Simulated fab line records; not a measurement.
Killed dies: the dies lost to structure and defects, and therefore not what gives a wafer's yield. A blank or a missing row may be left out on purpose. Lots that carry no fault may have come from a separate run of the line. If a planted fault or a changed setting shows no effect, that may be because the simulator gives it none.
fab line records + flow n5_finfet
record:
- lots: 8
- wafers: 23
- last_day: 17
route steps=1938 shown BEOL_M4@1111 BEOL_M5@1192 BEOL_M6@1197 PASSIVATION@1936
lots that met no fault: from a run of the same line without faults
start_h: hours from the record's opening day to when the first of the lot's shown wafers began + wait_h: time in hours since the lot's previous step + " same as the row above + L1.1+2: several wafers, shown together as one row + - no value present, or no start provided + * or withheld: withheld + < > ~ a bound
route shown NAME@n: a module of which the file shows steps, and the number in the route of the first + usual: mean/standard deviation of fault-free wafers + same: alike in all rows + chamber/n: place in a boat + sites: the reading at each site + _std_site: the standard deviation of these + _edge_site: inner sites' mean taken away from outer sites' mean + radius_mm: how far each site lies from the wafer's centre + mask NAME#n: copy n + behind: the most recent tool/chamber to have shaped the wafer + hold: what put the lot on hold/how long, in hours/how the hold closed + device: names the non-switching transistor (n, p or np) + end of line: tests of these same wafers at the route's end + a step given without rows: its recipe and nothing more + killed: count of dies lost to structure and defects at first sort (not the wafer's yield) + map: dies across one wafer; x = killed, . = not, _ = none there
set.NAME: setting as actually run; set.NAME@STEP: the setting as run at that earlier step + model.NAME: the simulator's own value behind a step, which no gauge read
a sample of lots followed through the steps of the route, with each step as a table and each wafer as a row
services: a tool's chamber out of use, with start hour (start_h, from the record's first day; less than 0 if before it), hours out, and reason
== steps ==
step: N5_BEOL_M4_RC_MEAS_101
usual:
- DIBL_N: 36.6/1.3
- DIBL_P: 36.4/1.4
- IOFF_N: 0.167/0.023
- IOFF_P: 0.219/0.029
- ION_N: 678/8.7
- ION_P: 464/6.4
- SS_N: 71.5/0.53
- SS_P: 73.4/0.57
- VT_N: 248.5/2.8
- VT_P: -249/3.1
| lot.wafer | tool      | chamber | start_h | wait_h | DIBL_N[mV/V] | DIBL_P[mV/V] | IOFF_N[nA/um] | IOFF_P[nA/um] | ION_N[uA/um] | ION_P[uA/um] | SS_N[mV/dec] | SS_P[mV/dec] | VT_N[mV] | VT_P[mV] |
|-----------|-----------|---------|---------|--------|--------------|--------------|---------------|---------------|--------------|--------------|--------------|--------------|----------|----------|
| L753.1    | prober-02 | 0       | 201.08  | 0.0    | 34.3         | 33.1         | 0.125         | 0.212         | 660          | 468          | 71.6         | 72.4         | 254.0    | -247     |
| L753.3    | "         | 0       | "       | "      | 35.1         | 33.8         | 0.132         | 0.219         | 673          | 475          | 71.4         | 72.5         | 253.4    | -249     |
| L753.5    | "         | 0       | "       | "      | 36.7         | 35.5         | 0.164         | 0.256         | 675          | 476          | 73.2         | 72.3         | 249.6    | -245     |
| L754.1    | prober-02 | 0       | 226.52  | 0.0    | 39.2         | 38.2         | 0.191         | 0.240         | 684          | 465          | 72.3         | 73.7         | 248.0    | -246     |
| L754.3    | "         | 0       | "       | "      | 37.6         | 36.8         | 0.175         | 0.219         | 681          | 464          | 72.0         | 72.9         | 247.0    | -248     |
| L754.5    | "         | 0       | "       | "      | 38.4         | 37.3         | 0.176         | 0.224         | 684          | 466          | 72.6         | 73.1         | 248.2    | -246     |
| L756.2    | prober-02 | 0       | 254.80  | 0.2    | 35.0         | 34.1         | 0.133         | 0.192         | 666          | 462          | 70.6         | 72.9         | 252.4    | -249     |
| L756.3    | "         | 0       | "       | "      | 37.0         | 36.9         | 0.166         | 0.239         | 681          | 471          | 71.8         | 73.5         | 247.1    | -247     |
| L756.5    | "         | 0       | "       | "      | 37.8         | 37.1         | 0.169         | 0.238         | 669          | 459          | 71.9         | 73.4         | 250.5    | -246     |
| L759.2    | prober-01 | 0       | 254.85  | 0.2    | 34.9         | 36.0         | 0.157         | 0.243         | 675          | 467          | 71.3         | 73.4         | 252.5    | -242     |
| L759.3    | "         | 0       | "       | "      | 34.1         | 34.6         | 0.154         | 0.216         | 678          | 468          | 71.1         | 72.9         | 248.4    | -246     |
| L759.4    | "         | 0       | "       | "      | 34.5         | 35.8         | 0.158         | 0.238         | 681          | 472          | 71.1         | 73.4         | 249.7    | -247     |
| L758.2    | prober-01 | 0       | 283.34  | 0.2    | 34.9         | 34.7         | 0.144         | 0.182         | 674          | 460          | 71.2         | 72.9         | 250.8    | -253     |
| L758.4    | "         | 0       | "       | "      | 36.6         | 36.5         | 0.170         | 0.208         | 669          | 458          | 71.6         | 73.3         | 247.6    | -249     |
| L758.5    | "         | 0       | "       | "      | 34.6         | 34.2         | 0.131         | 0.178         | 665          | 461          | 70.7         | 72.7         | 249.1    | -251     |
| L763.2    | prober-02 | 0       | 296.83  | 0.2    | 37.3         | 36.1         | 0.187         | 0.241         | 675          | 464          | 72.4         | 73.5         | 248.6    | -245     |
| L763.3    | "         | 0       | "       | "      | 38.8         | 38.8         | 0.219         | 0.290         | 681          | 468          | 72.3         | 75.0         | 245.4    | -244     |
| L763.5    | "         | 0       | "       | "      | 37.2         | 35.9         | 0.182         | 0.238         | 669          | 459          | 72.7         | 73.2         | 246.7    | -246     |
| L762.1    | prober-01 | 0       | 308.51  | 0.0    | 34.8         | 34.5         | 0.142         | 0.195         | 661          | 454          | 71.8         | 73.4         | 250.3    | -251     |
| L762.2    | "         | 0       | "       | "      | 35.6         | 36.9         | 0.159         | 0.228         | 675          | 461          | 70.3         | 73.5         | 249.4    | -247     |
| L762.4    | "         | 0       | "       | "      | 36.5         | 36.5         | 0.169         | 0.222         | 670          | 459          | 71.2         | 73.4         | 247.3    | -246     |
| L764.1    | prober-01 | 0       | 317.01  | 0.0    | 37.2         | 37.2         | 0.163         | 0.187         | 680          | 456          | 72.4         | 73.7         | 249.8    | -254     |
| L764.6    | "         | 0       | "       | "      | 35.3         | 35.2         | 0.133         | 0.169         | 665          | 453          | 71.6         | 72.5         | 251.8    | -252     |
step: N5_BEOL_M5_RS_MEAS_57
recipe:
- thk_meas_gauge: four-point-probe
- reads: Co_of_BEOL_M5_CO_CAP_78+Cu_of_BEOL_M5_ECD_50+Co_of_BEOL_M5_CVD_47+TaN_of_BEOL_M5_ALD_86
usual:
- M5_RS: 0.389/0.01
| lot.wafer | tool          | chamber | start_h | wait_h | M5_RS[ohm/sq] |
|-----------|---------------|---------|---------|--------|---------------|
| L753.1    | film_metro-02 | -       | 213.73  | 0.0    | 0.395         |
| L753.3    | "             | -       | "       | "      | 0.380         |
| L753.5    | "             | -       | "       | "      | 0.388         |
| L754.1    | film_metro-02 | -       | 239.61  | 0.0    | 0.394         |
| L754.3    | "             | -       | "       | "      | 0.382         |
| L754.5    | "             | -       | "       | "      | 0.378         |
| L756.2    | film_metro-02 | -       | 266.98  | 0.1    | 0.381         |
| L756.3    | "             | -       | "       | "      | 0.396         |
| L756.5    | "             | -       | "       | "      | 0.391         |
| L759.2    | film_metro-01 | -       | 269.03  | 0.1    | 0.388         |
| L759.3    | "             | -       | "       | "      | 0.383         |
| L759.4    | "             | -       | "       | "      | 0.387         |
| L758.2    | film_metro-02 | -       | 297.00  | 0.1    | 0.377         |
| L758.4    | "             | -       | "       | "      | 0.360         |
| L758.5    | "             | -       | "       | "      | 0.376         |
| L763.2    | film_metro-02 | -       | 309.47  | 0.1    | 0.402         |
| L763.3    | "             | -       | "       | "      | 0.399         |
| L763.5    | "             | -       | "       | "      | 0.398         |
| L762.1    | film_metro-01 | -       | 322.58  | 0.0    | 0.393         |
| L762.2    | "             | -       | "       | "      | 0.396         |
| L762.4    | "             | -       | "       | "      | 0.402         |
| L764.1    | film_metro-02 | -       | 329.61  | 0.0    | 0.397         |
| L764.6    | "             | -       | "       | "      | 0.375         |
step: N5_BEOL_M6_PECVD_70
recipe:
- material: SiO2
- target_thk_a: 200
- temp_c: 400
- precursor: TEOS/O2
- pressure_torr: 5.5
- rf_w: 450
- teos_flow_sccm: 53.8
- gas: O2
- flow_sccm: 3000
- time_s: 22.7
usual:
- heater_power_w: 711/86
- rf_fwd_power_W: 444.8/2.6
- showerhead_plenum_p_Torr: 8.78/0.082
- susceptor_temp_C: 399.96/0.22
- throttle_valve_pct: 22.9/1.2
| lot.wafer | tool     | chamber | start_h | wait_h | heater_power_w | rf_fwd_power_W | showerhead_plenum_p_Torr | susceptor_temp_C | throttle_valve_pct |
|-----------|----------|---------|---------|--------|----------------|----------------|--------------------------|------------------|--------------------|
| L753.1    | pecvd-04 | 1       | 214.41  | 0.0    | 728            | 443.2          | 8.80                     | 399.80           | 21.6               |
| L753.3    | "        | 2       | "       | "      | 647            | 446.3          | 8.74                     | 400.22           | 21.4               |
| L753.5    | "        | 2       | "       | "      | 658            | 446.2          | 8.74                     | 400.25           | 21.3               |
| L754.1    | pecvd-03 | 2       | 241.12  | 0.0    | 653            | 446.7          | 8.70                     | 399.78           | 21.6               |
| L754.3    | "        | 0       | "       | "      | 567            | 442.0          | 8.68                     | 399.98           | 22.4               |
| L754.5    | "        | 1       | "       | "      | 773            | 444.0          | 8.69                     | 399.76           | 22.7               |
| L756.2    | pecvd-02 | 0       | 267.66  | 0.0    | 739            | 443.1          | 8.70                     | 399.95           | 23.2               |
| L756.3    | "        | 1       | "       | "      | 656            | 448.9          | 8.90                     | 399.73           | 24.6               |
| L756.5    | "        | 0       | "       | "      | 733            | 443.0          | 8.69                     | 399.91           | 23.4               |
| L759.2    | pecvd-02 | 1       | 269.71  | 0.0    | 707            | 448.0          | 8.87                     | 400.36           | 24.2               |
| L759.3    | "        | 0       | "       | "      | 733            | 442.0          | 8.66                     | 399.70           | 23.3               |
| L759.4    | "        | 2       | "       | "      | 759            | 447.9          | 8.84                     | 399.94           | 21.8               |
| L758.2    | pecvd-02 | 1       | 297.70  | 0.0    | 613            | 447.1          | 8.88                     | 400.18           | 24.6               |
| L758.4    | "        | 0       | "       | "      | 692            | 442.4          | 8.69                     | 400.14           | 23.5               |
| L758.5    | "        | 2       | "       | "      | 872            | 448.0          | 8.84                     | 399.81           | 21.6               |
| L763.2    | pecvd-02 | 2       | 310.63  | 0.0    | 793            | 445.0          | 8.83                     | 400.08           | 21.8               |
| L763.3    | "        | 1       | "       | "      | 594            | 448.5          | 8.87                     | 400.22           | 24.2               |
| L763.5    | "        | 0       | "       | "      | 692            | 442.5          | 8.69                     | 400.17           | 23.6               |
| L762.1    | pecvd-02 | 2       | 323.74  | 0.0    | 839            | 444.5          | 8.82                     | 400.21           | 21.8               |
| L762.2    | "        | 1       | "       | "      | 701            | 448.0          | 8.86                     | 399.88           | 24.1               |
| L762.4    | "        | 2       | "       | "      | 820            | 444.2          | 8.83                     | 400.38           | 21.8               |
| L764.1    | pecvd-02 | 0       | 330.77  | 0.0    | 760            | 440.5          | 8.68                     | 399.94           | 23.6               |
| L764.6    | "        | 1       | "       | "      | 681            | 446.5          | 8.88                     | 399.80           | 24.2               |
step: N5_BEOL_M6_HM_DEP_02
recipe:
- material: TiN
- target_thk_a: 200
- temp_c: 25
- chamber_pressure_pa: 0.49996
usual:
- susceptor_temp_C: 25.01/0.1
- throttle_valve_pct: 29.8/1.1
| lot.wafer | tool           | chamber | start_h | wait_h | susceptor_temp_C | throttle_valve_pct |
|-----------|----------------|---------|---------|--------|------------------|--------------------|
| L753.1    | pvd_sputter-01 | -       | 214.90  | 0.5    | 25.00            | 30.1               |
| L753.3    | "              | -       | "       | "      | 25.02            | 28.2               |
| L753.5    | "              | -       | "       | "      | 24.87            | 29.1               |
| L754.1    | pvd_sputter-03 | -       | 241.18  | 0.0    | 25.07            | 29.4               |
| L754.3    | "              | -       | "       | "      | 25.03            | 31.2               |
| L754.5    | "              | -       | "       | "      | 24.97            | 29.2               |
| L756.2    | pvd_sputter-01 | -       | 268.06  | 0.4    | 25.01            | 30.6               |
| L756.3    | "              | -       | "       | "      | 25.09            | 30.2               |
| L756.5    | "              | -       | "       | "      | 24.97            | 28.7               |
| L759.2    | pvd_sputter-01 | -       | 270.11  | 0.4    | 24.79            | 29.0               |
| L759.3    | "              | -       | "       | "      | 24.92            | 28.2               |
| L759.4    | "              | -       | "       | "      | 25.03            | 29.9               |
| L758.2    | pvd_sputter-01 | -       | 299.44  | 1.7    | 25.20            | 30.4               |
| L758.4    | "              | -       | "       | "      | 25.16            | 28.8               |
| L758.5    | "              | -       | "       | "      | 25.03            | 30.6               |
| L763.2    | pvd_sputter-02 | -       | 313.10  | 2.4    | 24.98            | 31.2               |
| L763.3    | "              | -       | "       | "      | 25.05            | 30.1               |
| L763.5    | "              | -       | "       | "      | 25.05            | 30.2               |
| L762.1    | pvd_sputter-01 | -       | 323.86  | 0.1    | 24.81            | 29.9               |
| L762.2    | "              | -       | "       | "      | 25.00            | 29.1               |
| L762.4    | "              | -       | "       | "      | 25.01            | 29.7               |
| L764.1    | pvd_sputter-02 | -       | 331.10  | 0.3    | 24.88            | 31.1               |
| L764.6    | "              | -       | "       | "      | 24.91            | 31.2               |
step: N5_BEOL_M6_ETCH_62
recipe:
- chemistry: N2/H2
- target: SOC
- target_depth_a: 1100
- overetch_a: 220
- mask_material: SiARC
- temp_c: 40
- time_s: 165
- ion_energy_ev: 200
- pressure_mtorr: 30
- source_w: 840
- bias_w: 150
- n2_flow_sccm: 200
- h2_flow_sccm: 200
usual:
- drypump_motor_current_A: 5.8/0.51
- oes_product_au: 0.67/0.062
- rf_fwd_power_W: 838.0/2.8
- rf_vpp_V: 523.8/1.8
- showerhead_plenum_p_Torr: 2.54/0.061
- throttle_valve_pct: 17.89/0.28
| lot.wafer | tool        | chamber | start_h | wait_h | drypump_motor_current_A | oes_product_au | rf_fwd_power_W | rf_hours_counter_h | rf_vpp_V | showerhead_plenum_p_Torr | throttle_valve_pct |
|-----------|-------------|---------|---------|--------|-------------------------|----------------|----------------|--------------------|----------|--------------------------|--------------------|
| L753.1    | rie_diel-05 | 0       | 215.86  | 0.0    | 5.7                     | 0.68           | 837.9          | 84                 | 528.1    | 2.68                     | 17.99              |
| L753.3    | "           | 1       | "       | "      | 6.6                     | 0.65           | 838.8          | 149                | 524.2    | 2.55                     | 17.80              |
| L753.5    | "           | 1       | "       | "      | 6.7                     | 0.65           | 839.9          | -                  | 523.2    | 2.55                     | 17.79              |
| L754.1    | rie_diel-04 | 0       | 242.21  | 0.0    | 6.2                     | 0.77           | 835.1          | 14                 | 525.9    | 2.60                     | 17.55              |
| L754.3    | "           | 3       | "       | "      | 5.5                     | 0.74           | 837.1          | 41                 | 523.8    | 2.59                     | 17.78              |
| L754.5    | "           | 2       | "       | "      | 5.6                     | 0.58           | 841.8          | -                  | 523.1    | 2.52                     | 18.20              |
| L756.2    | rie_diel-01 | 3       | 268.74  | 0.0    | 5.1                     | 0.62           | 839.3          | 162                | 522.5    | 2.55                     | 18.19              |
| L756.3    | "           | 1       | "       | "      | 5.7                     | 0.62           | 840.9          | 204                | 523.4    | 2.52                     | 18.14              |
| L756.5    | "           | 0       | "       | "      | 6.5                     | 0.70           | 835.8          | -                  | 522.5    | 2.47                     | 17.80              |
| L759.2    | rie_diel-01 | 0       | 271.07  | 0.0    | 6.5                     | 0.70           | 839.3          | 88                 | 522.6    | 2.47                     | 17.80              |
| L759.3    | "           | 1       | "       | "      | 5.6                     | 0.62           | 836.6          | 204                | 523.3    | 2.52                     | 18.11              |
| L759.4    | "           | 3       | "       | "      | 5.2                     | 0.63           | 841.6          | 163                | 525.0    | 2.55                     | 18.20              |
| L758.2    | rie_diel-04 | 0       | 299.99  | 0.0    | 6.2                     | 0.74           | 839.8          | 34                 | 525.3    | 2.59                     | 17.60              |
| L758.4    | "           | 3       | "       | "      | 5.5                     | 0.72           | 841.1          | 62                 | 524.2    | 2.59                     | 17.82              |
| L758.5    | "           | 0       | "       | "      | 6.2                     | 0.73           | 841.0          | -                  | 524.4    | 2.59                     | 17.59              |
| L763.2    | rie_diel-01 | 1       | 314.75  | 0.0    | 5.6                     | 0.61           | 837.8          | 218                | 522.9    | 2.51                     | 18.15              |
| L763.3    | "           | 3       | "       | "      | 5.2                     | 0.61           | 837.9          | 178                | 522.9    | 2.54                     | 18.22              |
| L763.5    | "           | 3       | "       | "      | 5.2                     | 0.62           | 838.7          | -                  | 524.0    | 2.54                     | 18.20              |
| L762.1    | rie_diel-01 | 2       | 325.29  | 0.0    | 5.0                     | 0.70           | 835.3          | 35                 | 524.9    | 2.58                     | 17.36              |
| L762.2    | "           | 3       | "       | "      | 5.2                     | 0.61           | 837.6          | 181                | 523.8    | 2.54                     | 18.22              |
| L762.4    | "           | 1       | "       | "      | 5.7                     | 0.61           | 838.4          | 221                | 523.9    | 2.51                     | 18.16              |
| L764.1    | rie_diel-01 | 3       | 331.78  | 0.0    | 5.2                     | 0.57           | 832.3          | 183                | 522.6    | 2.54                     | 18.21              |
| L764.6    | "           | 2       | "       | "      | 5.0                     | 0.70           | 836.5          | -                  | 525.2    | 2.58                     | 17.37              |
step: N5_BEOL_M6_HM_OPEN_17
recipe:
- chemistry: Cl2/BCl3
- target_depth_a: 200
- overetch_a: 60
- target: TiN
- mask_material: SOC
- ion_energy_ev: 150
- pressure_mtorr: 10
- icp_w: 1000
- bias_w: 126
- Cl2_flow_sccm: 53.25
- bcl3_flow_sccm: 21.75
- Ar_flow_sccm: 25
usual:
- drypump_motor_current_A: 5.94/0.12
- oes_product_au: 0.71/0.074
- rf_fwd_power_W: 993/3.9
- throttle_valve_pct: 21.96/0.24
| lot.wafer | tool         | chamber | start_h | wait_h | drypump_motor_current_A | oes_product_au | rf_fwd_power_W | rf_hours_counter_h | throttle_valve_pct |
|-----------|--------------|---------|---------|--------|-------------------------|----------------|----------------|--------------------|--------------------|
| L753.1    | rie_metal-01 | 1       | 216.06  | 0.0    | 5.94                    | 0.72           | 983            | 19                 | 21.80              |
| L753.3    | "            | 0       | "       | "      | 6.05                    | 0.55           | 996            | -                  | 21.87              |
| L753.5    | "            | 0       | "       | "      | 6.06                    | 0.55           | 993            | -                  | 21.86              |
| L754.1    | rie_metal-02 | 1       | 242.39  | 0.0    | 5.80                    | 0.66           | 994            | 41                 | 21.85              |
| L754.3    | "            | 1       | "       | "      | 5.80                    | 0.66           | 994            | -                  | 21.83              |
| L754.5    | "            | 1       | "       | "      | 5.80                    | 0.66           | 999            | -                  | 21.82              |
| L756.2    | rie_metal-02 | 0       | 268.92  | 0.0    | 6.18                    | 0.66           | 989            | 50                 | 22.39              |
| L756.3    | "            | 0       | "       | "      | 6.17                    | 0.65           | 991            | -                  | 22.39              |
| L756.5    | "            | 1       | "       | "      | 5.80                    | 0.65           | 992            | -                  | 21.84              |
| L759.2    | rie_metal-01 | 1       | 271.26  | 0.0    | 5.88                    | 0.71           | 990            | 23                 | 21.81              |
| L759.3    | "            | 0       | "       | "      | 6.06                    | 0.54           | 991            | -                  | 21.88              |
| L759.4    | "            | 1       | "       | "      | 5.91                    | 0.71           | 989            | -                  | 21.81              |
| L758.2    | rie_metal-03 | 1       | 300.18  | 0.0    | 5.95                    | 0.74           | 992            | 16                 | 21.85              |
| L758.4    | "            | 0       | "       | "      | 5.79                    | 0.76           | 993            | -                  | 22.33              |
| L758.5    | "            | 1       | "       | "      | 5.93                    | 0.73           | 998            | -                  | 21.87              |
| L763.2    | rie_metal-03 | 1       | 314.94  | 0.0    | 5.94                    | 0.74           | 985            | 18                 | 21.85              |
| L763.3    | "            | 1       | "       | "      | 5.99                    | 0.74           | 989            | -                  | 21.86              |
| L763.5    | "            | 0       | "       | "      | 5.78                    | 0.77           | 998            | -                  | 22.35              |
| L762.1    | rie_metal-01 | 0       | 325.48  | 0.0    | 6.04                    | 0.41           | 992            | 0                  | 22.30              |
| L762.2    | "            | 1       | "       | "      | 5.91                    | 0.69           | 987            | 28                 | 21.83              |
| L762.4    | "            | 0       | "       | "      | 6.03                    | 0.83           | 992            | -                  | 21.75              |
| L764.1    | rie_metal-01 | 0       | 331.96  | 0.0    | 6.06                    | 0.39           | 995            | 0                  | 22.34              |
| L764.6    | "            | 0       | "       | "      | 6.05                    | 0.39           | 994            | -                  | 22.34              |
step: N5_BEOL_M6_CD_MEAS_18
recipe:
- pitch_nm: 80
- target_cd_nm: 40
usual:
- cd_nm: 40.1/0.39
| lot.wafer | tool      | chamber | start_h | wait_h | cd_nm |
|-----------|-----------|---------|---------|--------|-------|
| L753.1    | cd_sem-02 | -       | 216.35  | 0.0    | 40.5  |
| L753.3    | "         | -       | "       | "      | 40.8  |
| L753.5    | "         | -       | "       | "      | 40.8  |
| L754.1    | cd_sem-03 | -       | 242.85  | 0.0    | 40.2  |
| L754.3    | "         | -       | "       | "      | 39.8  |
| L754.5    | "         | -       | "       | "      | 40.2  |
| L756.2    | cd_sem-03 | -       | 269.11  | 0.1    | 39.5  |
| L756.3    | "         | -       | "       | "      | 40.0  |
| L756.5    | "         | -       | "       | "      | 40.3  |
| L759.2    | cd_sem-01 | -       | 271.49  | 0.1    | 40.0  |
| L759.3    | "         | -       | "       | "      | 39.2  |
| L759.4    | "         | -       | "       | "      | 39.6  |
| L758.2    | cd_sem-01 | -       | 300.36  | 0.1    | 40.0  |
| L758.4    | "         | -       | "       | "      | 40.0  |
| L758.5    | "         | -       | "       | "      | 40.4  |
| L763.2    | cd_sem-02 | -       | 315.15  | 0.1    | 40.4  |
| L763.3    | "         | -       | "       | "      | 40.2  |
| L763.5    | "         | -       | "       | "      | 39.8  |
| L762.1    | cd_sem-03 | -       | 325.85  | 0.0    | -     |
| L762.2    | "         | -       | "       | "      | 39.6  |
| L762.4    | "         | -       | "       | "      | 39.4  |
| L764.1    | cd_sem-01 | -       | 332.14  | 0.0    | -     |
| L764.6    | "         | -       | "       | "      | -     |
step: N5_BEOL_M6_OCD_MEAS_38
usual:
- trench_depth_nm: 94.1/1.3
| lot.wafer | tool   | chamber | start_h | wait_h | trench_depth_nm |
|-----------|--------|---------|---------|--------|-----------------|
| L753.1    | ocd-01 | -       | 217.72  | -      | 95.8            |
| L753.3    | "      | -       | "       | "      | 96.4            |
| L753.5    | "      | -       | "       | "      | 96.7            |
| L754.1    | ocd-02 | -       | 246.35  | -      | 97.2            |
| L754.3    | "      | -       | "       | "      | 93.7            |
| L754.5    | "      | -       | "       | "      | 94.0            |
| L756.2    | ocd-02 | -       | 271.16  | -      | 93.0            |
| L756.3    | "      | -       | "       | "      | 93.5            |
| L756.5    | "      | -       | "       | "      | 92.5            |
| L759.2    | ocd-02 | -       | 274.14  | -      | 92.3            |
| L759.3    | "      | -       | "       | "      | 91.9            |
| L759.4    | "      | -       | "       | "      | 93.3            |
| L758.2    | ocd-02 | -       | 302.62  | -      | 93.7            |
| L758.4    | "      | -       | "       | "      | 93.6            |
| L758.5    | "      | -       | "       | "      | 93.2            |
| L763.2    | ocd-01 | -       | 316.22  | -      | 95.0            |
| L763.3    | "      | -       | "       | "      | 95.0            |
| L763.5    | "      | -       | "       | "      | 94.5            |
| L762.1    | ocd-01 | -       | 330.46  | -      | -               |
| L762.2    | "      | -       | "       | "      | 94.9            |
| L762.4    | "      | -       | "       | "      | 92.3            |
| L764.1    | ocd-01 | -       | 333.80  | -      | -               |
| L764.6    | "      | -       | "       | "      | -               |
step: N5_PASSIVATION_PROBE_49
usual:
- defect_limited_yield: 91.6/1.6
- killed_at_M0_to_M3: 32/9.7
- killed_at_M4_up: 13/4.4
- killed_at_contacts: 12/6.5
- killed_at_front_end: 38/12
- killed_at_other: 3.7/3
- killed_dies: 99/18
- killed_on_rim: 13/3.9
- killed_open: 66/14
- killed_short: 32/7.5
- sort_bin_5_function: 4.9/1
- sort_bin_6_memory: 3.2/0.73
- sort_n_pass: 1081/18
- sort_yield_pct: 91.6/1.6
same:
- gross_dies: 1180
- killed_at_back_side: 0
- sort_bin_4_leakage[%]: 0
- sort_bin_8_speed[%]: 0
| lot.wafer | tool      | chamber | start_h | wait_h | defect_limited_yield[%] | killed_at_M0_to_M3 | killed_at_M4_up | killed_at_contacts | killed_at_front_end | killed_at_other | killed_dies | killed_on_rim | killed_open | killed_short | sort_bin_5_function[%] | sort_bin_6_memory[%] | sort_n_pass | sort_yield_pct[%] |
|-----------|-----------|---------|---------|--------|-------------------------|--------------------|-----------------|--------------------|---------------------|-----------------|-------------|---------------|-------------|--------------|------------------------|----------------------|-------------|-------------------|
| L762.1    | prober-01 | -       | 408.99  | 0.0    | 0                       | 36                 | 1079            | 12                 | 49                  | 4               | 1180        | 152           | 70          | 40           | 96.4                   | 3.1                  | 0           | 0                 |
| L762.2    | prober-01 | -       | 409.04  | 0.1    | 91.2                    | 48                 | 10              | 11                 | 32                  | 3               | 104         | 15            | 67          | 34           | 5.5                    | 3.0                  | 1076        | 91.2              |
| L762.4    | prober-01 | -       | 409.14  | 0.2    | 90.8                    | 41                 | 16              | 14                 | 34                  | 4               | 109         | 12            | 77          | 32           | 5.6                    | 3.1                  | 1071        | 90.8              |
| L764.1    | prober-01 | -       | 419.29  | 0.0    | 0                       | 27                 | 1108            | 6                  | 33                  | 6               | 1180        | 152           | 58          | 27           | 97.0                   | 2.7                  | 0           | 0                 |
| L764.6    | prober-01 | -       | 419.54  | 0.3    | 0                       | 40                 | 1093            | 8                  | 37                  | 2               | 1180        | 152           | 70          | 29           | 97.1                   | 2.7                  | 0           | 0                 |
killed by level:class
L762.1 BEOL_M6:area_etch=1067 FIN_SAQP:geometric_particle:short=10 STI_FIN_REVEAL:geometric_particle:open=10 BEOL_M0_SAQP:geometric_particle:short=10 MOL_CONTACT_COAG:geometric_particle:open=9 DUMMY_GATE:geometric_particle:open=8 BEOL_M4:geometric_particle:open=8 BEOL_M0_SAQP:geometric_particle:open=7
L762.2 BEOL_M0_SAQP:geometric_particle:open=13 BEOL_M0_SAQP:geometric_particle:short=9 BEOL_M3:geometric_particle:open=8 FIN_SAQP:geometric_particle:short=7 FIN_SAQP:geometric_particle:open=7 MOL_CONTACT_COAG:geometric_particle:open=6 BEOL_M0:geometric_particle:open=5 BEOL_M2:geometric_particle:open=5
L762.4 FIN_SAQP:geometric_particle:open=14 BEOL_M1:geometric_particle:open=14 MOL_CONTACT_COAG:geometric_particle:open=12 BEOL_M3:geometric_particle:open=9 BEOL_M0_SAQP:geometric_particle:short=6 BEOL_M4:geometric_particle:open=6 DUMMY_GATE:geometric_particle:open=5 FIN_SAQP:geometric_particle:short=4
L764.1 BEOL_M6:area_etch=1094 BEOL_M3:geometric_particle:open=12 MOL_CONTACT_COAG:geometric_particle:open=6 FIN_SAQP:geometric_particle:short=5 BEOL_M0_SAQP:geometric_particle:open=5 FIN_SAQP:geometric_particle:open=4 DUMMY_GATE:geometric_particle:open=4 GATE_CUT:geometric_particle:short=4
L764.6 BEOL_M6:area_etch=1081 FIN_SAQP:geometric_particle:short=9 STI_FIN_REVEAL:geometric_particle:open=9 BEOL_M3:geometric_particle:open=9 FIN_SAQP:geometric_particle:open=8 MOL_CONTACT_COAG:geometric_particle:open=8 BEOL_M2:geometric_particle:open=8 BEOL_M0_SAQP:geometric_particle:open=7
== services ==
| tool           | chamber | start_h | hours | kind                          |
|----------------|---------|---------|-------|-------------------------------|
| rie_diel-01    | 2       | 190.80  | 1.6   | repair                        |
| rie_metal-01   | -       | 192.91  | 1.4   | pm                            |
| rie_diel-01    | 2       | 204.69  | -     | clean                         |
| rie_diel-01    | 2       | 204.69  | -     | consumable_replace:focus_ring |
| rie_diel-01    | 2       | 204.69  | 23.2  | scheduled_down                |
| rie_diel-01    | 2       | 204.69  | 23.2  | vent_cycle                    |
| rie_metal-02   | 0       | 207.82  | 1.5   | repair                        |
| pecvd-03       | -       | 208.55  | 0.7   | repair                        |
| pecvd-03       | 2       | 214.61  | 14.7  | repair                        |
| rie_diel-04    | 0       | 214.62  | 7.9   | repair                        |
| rie_diel-05    | -       | 236.95  | 2.4   | repair                        |
| rie_metal-01   | -       | 239.29  | 14.6  | pm                            |
| rie_metal-03   | 0       | 249.06  | 38.5  | repair                        |
| pvd_sputter-02 | -       | 265.13  | 12.8  | repair                        |
| pecvd-02       | 2       | 278.86  | 5.5   | scheduled_down                |
| rie_metal-01   | 0       | 283.97  | 2.3   | repair                        |
| pecvd-02       | 0       | 284.32  | 2.1   | scheduled_down                |
| rie_diel-04    | 2       | 287.32  | 7.5   | repair                        |
| rie_diel-04    | 2       | 308.08  | 5.8   | repair                        |
| rie_metal-01   | 0       | 308.48  | -     | clean                         |
| rie_metal-01   | 0       | 308.48  | 14.4  | scheduled_down                |
| pecvd-02       | -       | 309.13  | 1.0   | repair                        |
| rie_diel-05    | 2       | 313.06  | 5.9   | repair                        |
| rie_diel-04    | 2       | 326.28  | 1.8   | repair                        |
== key ==
first_sign:
- step: N5_BEOL_M6_HM_OPEN_17
- reading: oes_product_au
- direction: down
- sigmas: 4.2
- usual: 0.71
- struck: 0.40
effect:
- step: N5_BEOL_M6_CD_MEAS_18
- reading: cd_nm
- direction: missing
effect:
- step: N5_BEOL_M6_OCD_MEAS_38
- reading: trench_depth_nm
- direction: missing
effect:
- step: N5_PASSIVATION_PROBE_49
- reading: killed_at_M4_up
- direction: up
- sigmas: 99+
- usual: 13
- struck: 1093
more_kills_born_at:
- N5_BEOL_M6_ETCH_62@rie_diel-01: 3242
met_at N5_BEOL_M6_ETCH_62
struck_lots L762,L764
struck_wafers L762.1,L764.1,L764.6
later_rows_left_out L762.1,L764.1,L764.6
not_acting_at N5_BEOL_M5_RS_MEAS_57,N5_BEOL_M6_PECVD_70,N5_BEOL_M6_HM_DEP_02
onset_between 314.75 325.29
fault:
- kind: process_parameter_drift
- tool: rie_diel-01
- chamber: -
- onset_h: 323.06
- steps: N5_BEOL_M6_ETCH_62
- channel: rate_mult
- offset: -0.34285
- shape: step
- end_h: 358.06
- scope: struck_wafers_only
later_rows_left_out: the simulator's readings of these wafers behind a module that went badly wrong aren't trusted and aren't shown, but for the sort
